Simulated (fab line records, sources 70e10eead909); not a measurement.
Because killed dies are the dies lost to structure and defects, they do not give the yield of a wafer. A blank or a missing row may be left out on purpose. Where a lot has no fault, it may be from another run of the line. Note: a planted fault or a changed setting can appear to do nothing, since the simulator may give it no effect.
Chamber matching ; flow nandHarc ; NHARC_P_GATE_STRIP_67 on wetBench-07: 7 sister chambers
The step strips in SPM, time 600 s. 11 wafers are shown with their chamber, then 5 later ones without.

WAFERS PAIRED WITH THEIR CHAMBERS
wafer;chamber;bathGuardTempC (C);tempC (C)
L438.4;2;129.6;129.75
L442.1;7;129.9;129.93
L442.2;5;130.6;129.80
L444.3;1;130.3;129.70
L444.4;0;130.0;130.16
L444.5;3;130.0;130.12
L445.1;7;129.9;130.28
L445.4;0;130.0;129.88
L445.5;2;129.4;129.80
L446.2;1;130.2;130.06
L446.3;6;129.3;129.75

WAFERS WITHOUT THEIR CHAMBER
wafer;bathGuardTempC (C);tempC (C)
L446.5;129.7;130.10
L449.3;129.6;129.82
L449.4;129.4;129.79
L459.1;130.1;130.07
L459.2;130.6;129.99

WHICH CHAMBER EACH WENT THROUGH
wafer;from the rows above;in truth
L446.5;can't be placed: 7 or 2 or 3 or 0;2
L449.3;2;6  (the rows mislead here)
L449.4;can't be placed: 2 or 6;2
L459.1;can't be placed: 0 or 3 or 1 or 7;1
L459.2;5;5
1 of 5 placed correctly. Can't be placed from these rows: 3 (the true chamber is among the candidates in 3). Placed wrongly: 1.
How it was worked out, from the rows above alone: a wafer's distance from a chamber is the root of the sum, over the readings, of the square of ((its reading less the chamber's mean) divided by the reading's scatter). If the next closest chamber is less than 2 further off than the closest, the wafer can't be placed; otherwise it belongs to the closest. The mean given for a chamber averages the wafers shown for that chamber. How the scatter is found: for the shown wafers, subtract from each reading the mean of its chamber, square and add these, divide the total by (wafers less chambers), then take the root.
